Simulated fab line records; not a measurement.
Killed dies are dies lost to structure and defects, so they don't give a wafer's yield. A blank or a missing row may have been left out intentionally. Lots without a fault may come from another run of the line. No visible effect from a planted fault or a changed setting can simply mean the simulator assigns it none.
Split-lot trial | flow n5_finfet | 21 wafers read from 7 lots, route of 1938 steps

## SPLIT DETAILS
At N5_MOL_CONTACT_COAG_EXPOSE_05 (exposes mask CA, defocus 0 nm), the setting dose_mj was moved away from the recipe's 38.25 on 5 of the 21 wafers read, by -3.1% to +7.2%. This setting was run at the recipe's value on the other wafers.

## FROM THE SPLIT TO THE READING: what the file shows between them, 2 steps
- N5_MOL_CONTACT_COAG_PEB_06: peb time 60 s
- N5_MOL_CONTACT_COAG_DEVELOP_07: develop time 30 s

## THE READING
cd_nm (nm) at N5_MOL_CONTACT_COAG_CD_MEAS_08, where the cd target is 28 nm. A value of 27.91 nm with a standard deviation of 0.25 nm is what fault-free wafers of this fab line usually give.

wafer  | tool, chamber at the split | dose_mj as run | against the recipe | cd_nm, nm | against lot-mates on the recipe
L074.1 | euv_scanner-02, 0          | 38.25          | recipe             | 28.03     | -
L074.3 | euv_scanner-02, 0          | 38.25          | recipe             | 27.79     | -
L074.5 | euv_scanner-02, 0          | 38.25          | recipe             | 27.78     | -
L075.3 | euv_scanner-01, 0          | 38.25          | recipe             | 28.12     | -
L075.4 | euv_scanner-01, 0          | 38.25          | recipe             | 27.82     | -
L075.5 | euv_scanner-01, 0          | 38.25          | recipe             | 28.26     | -
L079.2 | euv_scanner-02, 0          | 41.02          | +7.2%              | 29.15     | +1.46
L079.4 | euv_scanner-02, 0          | 38.25          | recipe             | 27.49     | -
L079.6 | euv_scanner-02, 0          | 38.25          | recipe             | 27.89     | -
L082.2 | euv_scanner-01, 0          | 38.25          | recipe             | 28.48     | -
L082.5 | euv_scanner-01, 0          | 38.25          | recipe             | 28.10     | -
L082.6 | euv_scanner-01, 0          | 38.25          | recipe             | 28.16     | -
L086.2 | euv_scanner-02, 0          | 38.25          | recipe             | 27.76     | -
L086.4 | euv_scanner-02, 0          | 37.08          | -3.1%              | 26.82     | -0.94
L086.6 | euv_scanner-02, 0          | 37.08          | -3.1%              | 27.18     | -0.58
L091.1 | euv_scanner-02, 0          | 38.25          | recipe             | 28.01     | -
L091.3 | euv_scanner-02, 0          | 38.25          | recipe             | 27.77     | -
L091.4 | euv_scanner-02, 0          | 38.25          | recipe             | 28.10     | -
L092.2 | euv_scanner-02, 0          | 40.2           | +5.1%              | 28.66     | +0.54
L092.3 | euv_scanner-02, 0          | 38.25          | recipe             | 28.12     | -
L092.6 | euv_scanner-02, 0          | 40.2           | +5.1%              | 29.08     | +0.96

FIT RESULTS
A straight line over all 21 wafers: cd_nm changes by +0.197 nm for each +1% of dose_mj; r = +0.88; the points scatter about the line by 0.26 nm.
The same after taking each lot's own level away (the mean of its wafers on the recipe; 21 wafers): +0.189 nm for each +1%; r = +0.93; scatter 0.19 nm.
That fit puts the effect of the largest move of dose_mj on the reading at 1.4 nm.
From 27.690 to 28.247 nm: that is the span of the lots' own levels, equal to 2.2 times the standard deviation above.
Hence the lot-to-lot level has little effect on the slope; both slopes agree.
Check: with one of the wafers moved furthest among these (+7.2%) left out of the fit, the line predicts +1.24 nm for it against its lot-mates. Against them it came out at +1.46 nm.

## ADDITIONAL SPLITS CARRIED BY THESE WAFERS
Before the reading, these wafers also passed through other splits. Each is held against what the fit with the lots' levels taken away leaves over:
other split on the same wafers    | wafers away from the commonest value | r with cd_nm (lot level and that fit taken away)
N5_GATE_CUT_EXPOSE_10 dose_mj     | 10                                   | -0.13
N5_GATE_CUT_ETCH_36 cf4_flow_sccm | 5                                    | -0.19

## THE WHOLE CHAIN: every reading that the file lists as answering this split, in the file's order
step                           | what it does                                                | reading                                                                        | change (the file's fit)               | r (the file's)
N5_MOL_CONTACT_COAG_CD_MEAS_08 | target cd 28 nm                                             | cd_nm                                                                          | +0.19 nm for each +1% of the setting  | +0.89
N5_MOL_CONTACT_COAG_ETCH_59    | etches underlayer in N2/H2, target depth 13 nm, time 10.4 s | MOL_CONTACT_COAG.cd_offset_nm (the simulator's own value, which no gauge read) | +0.169 nm for each +1% of the setting | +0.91
N5_MOL_CONTACT_COAG_ETCH_105   | etches SiARC in CF4, target depth 15.6 nm, time 26 s        | MOL_CONTACT_COAG.cd_offset_nm (the simulator's own value, which no gauge read) | +0.182 nm for each +1% of the setting | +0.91

## FILE'S OWN FIT
cd_nm changes by +0.19 nm for each +1% of dose_mj, r = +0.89.
